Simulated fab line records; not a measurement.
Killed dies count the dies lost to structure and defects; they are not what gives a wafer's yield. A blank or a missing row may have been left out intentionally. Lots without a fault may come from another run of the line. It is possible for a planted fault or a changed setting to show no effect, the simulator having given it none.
Split-lot experiment | flow n5_finfet | 39 wafers read from 7 lots, route of 1938 steps

== THE SPLIT ==
At N5_SD_EPI_N_EPI_21 (deposits Si:P, time 690 s), the setting time_s was moved away from the recipe's 690 s on 18 of the 39 wafers read, by -50.4% to +37.7%. The other wafers ran this setting at the recipe's value.

== FROM THE SPLIT TO THE READING: what the file shows between them, 4 steps ==
- N5_SD_EPI_N_EPI_MEAS_23
- N5_SD_EPI_N_PRECLEAN_24: cleans in O3/DIW, time 60 s
- N5_SD_EPI_N_SRD_25: time 30 s
- N5_SD_EPI_P_EPI_21: deposits SiGe:B, time 355 s

== THE READING ==
Si-P_of_SD_EPI_N_EPI_21.thk_nm (the simulator's own value, which no gauge read), in nm, at N5_SD_EPI_P_HM_STRIP_48 (strips SiNx in H3PO4, material SiNx, target depth 3 nm). There is no usual value for it anywhere in the file. Here, 21 wafers ran the recipe; their average is 58.4 nm with a standard deviation of 0.73 nm.

wafer  | tool, chamber at the split | time_s as run, s | against the recipe | Si-P_of_SD_EPI_N_EPI_21.thk_nm, nm | against lot-mates on the recipe
L076.1 | epi_rpcvd-03, 0            | 690              | recipe             | 56.8                               | -
L076.4 | epi_rpcvd-03, 0            | 690              | recipe             | 56.8                               | -
L076.6 | epi_rpcvd-03, 0            | 690              | recipe             | 57.2                               | -
L078.1 | epi_rpcvd-04, 0            | 548              | -20.6%             | 49.6                               | -9.0
L078.2 | epi_rpcvd-04, 0            | 690              | recipe             | 58                                 | -
L078.3 | epi_rpcvd-04, 0            | 548              | -20.6%             | 50.6                               | -8.0
L078.4 | epi_rpcvd-04, 0            | 548              | -20.6%             | 49.8                               | -8.8
L078.5 | epi_rpcvd-04, 0            | 690              | recipe             | 58.8                               | -
L078.6 | epi_rpcvd-04, 0            | 690              | recipe             | 59                                 | -
L082.1 | epi_rpcvd-04, 0            | 413.1            | -40.1%             | 37.6                               | -20.9
L082.2 | epi_rpcvd-04, 0            | 690              | recipe             | 58.4                               | -
L082.3 | epi_rpcvd-04, 0            | 413.1            | -40.1%             | 38.2                               | -20.3
L082.4 | epi_rpcvd-04, 0            | 690              | recipe             | 58                                 | -
L082.5 | epi_rpcvd-04, 0            | 413.1            | -40.1%             | 37.8                               | -20.7
L082.6 | epi_rpcvd-04, 0            | 690              | recipe             | 59                                 | -
L089.1 | epi_rpcvd-03, 0            | 904.7            | +31.1%             | 71                                 | +12.1
L089.2 | epi_rpcvd-03, 0            | 690              | recipe             | 58.6                               | -
L089.3 | epi_rpcvd-03, 0            | 904.7            | +31.1%             | 72                                 | +13.1
L089.4 | epi_rpcvd-03, 0            | 690              | recipe             | 59                                 | -
L089.5 | epi_rpcvd-03, 0            | 904.7            | +31.1%             | 70.6                               | +11.7
L089.6 | epi_rpcvd-03, 0            | 690              | recipe             | 59.2                               | -
L094.1 | epi_rpcvd-03, 0            | 342.4            | -50.4%             | 31                                 | -27.4
L094.3 | epi_rpcvd-03, 0            | 342.4            | -50.4%             | 31                                 | -27.4
L094.2 | epi_rpcvd-03, 0            | 342.4            | -50.4%             | 31.4                               | -27.0
L094.4 | epi_rpcvd-03, 0            | 690              | recipe             | 58.4                               | -
L094.5 | epi_rpcvd-03, 0            | 690              | recipe             | 58                                 | -
L094.6 | epi_rpcvd-03, 0            | 690              | recipe             | 58.8                               | -
L095.1 | epi_rpcvd-03, 0            | 464.6            | -32.7%             | 43.6                               | -15.5
L095.2 | epi_rpcvd-03, 0            | 690              | recipe             | 59                                 | -
L095.3 | epi_rpcvd-03, 0            | 690              | recipe             | 59.6                               | -
L095.4 | epi_rpcvd-03, 0            | 464.6            | -32.7%             | 42.6                               | -16.5
L095.5 | epi_rpcvd-03, 0            | 690              | recipe             | 58.8                               | -
L095.6 | epi_rpcvd-03, 0            | 464.6            | -32.7%             | 43.2                               | -15.9
L097.1 | epi_rpcvd-03, 0            | 690              | recipe             | 58.8                               | -
L097.2 | epi_rpcvd-03, 0            | 950.2            | +37.7%             | 75                                 | +16.5
L097.3 | epi_rpcvd-03, 0            | 950.2            | +37.7%             | 74.2                               | +15.7
L097.4 | epi_rpcvd-03, 0            | 950.2            | +37.7%             | 74.4                               | +15.9
L097.5 | epi_rpcvd-03, 0            | 690              | recipe             | 58.4                               | -
L097.6 | epi_rpcvd-03, 0            | 690              | recipe             | 58.2                               | -

THE FIT
A straight line over all 39 wafers: Si-P_of_SD_EPI_N_EPI_21.thk_nm changes by +0.478 nm for each +1% of time_s; r = +0.99; the points scatter about the line by 1.4 nm.
The same after taking each lot's own level away (the mean of its wafers on the recipe; 39 wafers): +0.478 nm for each +1%; r = +0.99; scatter 1.3 nm.
On that fit, the largest move of time_s shifts the reading by 24 nm.
The span of the lots' own levels, 56.93 to 59.13 nm, comes to 3.0 times the standard deviation stated above.
The two slopes agree, so the slope changes little with the lot-to-lot level.
Check: -24.4 nm against its lot-mates is what the line predicts for one of the wafers moved furthest among these (-50.4%) when that wafer is left out of the fit. Against them it came out at -27.4 nm.

== ADDITIONAL SPLITS CARRIED BY THESE WAFERS ==
These wafers also went through other splits before the reading. Each is held against what the fit with the lots' levels taken away leaves over:
other split on the same wafers | wafers away from the commonest value | r with Si-P_of_SD_EPI_N_EPI_21.thk_nm (lot level and that fit taken away)
N5_FIN_SAQP_HM_DEP_03 time_s   | 12                                   | -0.22

== THE WHOLE CHAIN: every reading that the file lists as answering this split, in the file's order ==
step                    | what it does                                           | reading                                                                         | change (the file's fit)               | r (the file's)
N5_SD_EPI_N_EPI_21      | deposits Si:P, time 690 s                              | Si-P_of_SD_EPI_N_EPI_21.thk_nm (the simulator's own value, which no gauge read) | +0.49 nm for each +1% of the setting  | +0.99
N5_SD_EPI_N_EPI_MEAS_23 |                                                        | thk_nm                                                                          | withheld for each +1% of the setting  | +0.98
N5_SD_EPI_P_HM_STRIP_48 | strips SiNx in H3PO4, material SiNx, target depth 3 nm | Si-P_of_SD_EPI_N_EPI_21.thk_nm (the simulator's own value, which no gauge read) | +0.484 nm for each +1% of the setting | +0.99

== FILE'S OWN FIT ==
Si-P_of_SD_EPI_N_EPI_21.thk_nm changes by +0.484 nm for each +1% of time_s, r = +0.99.
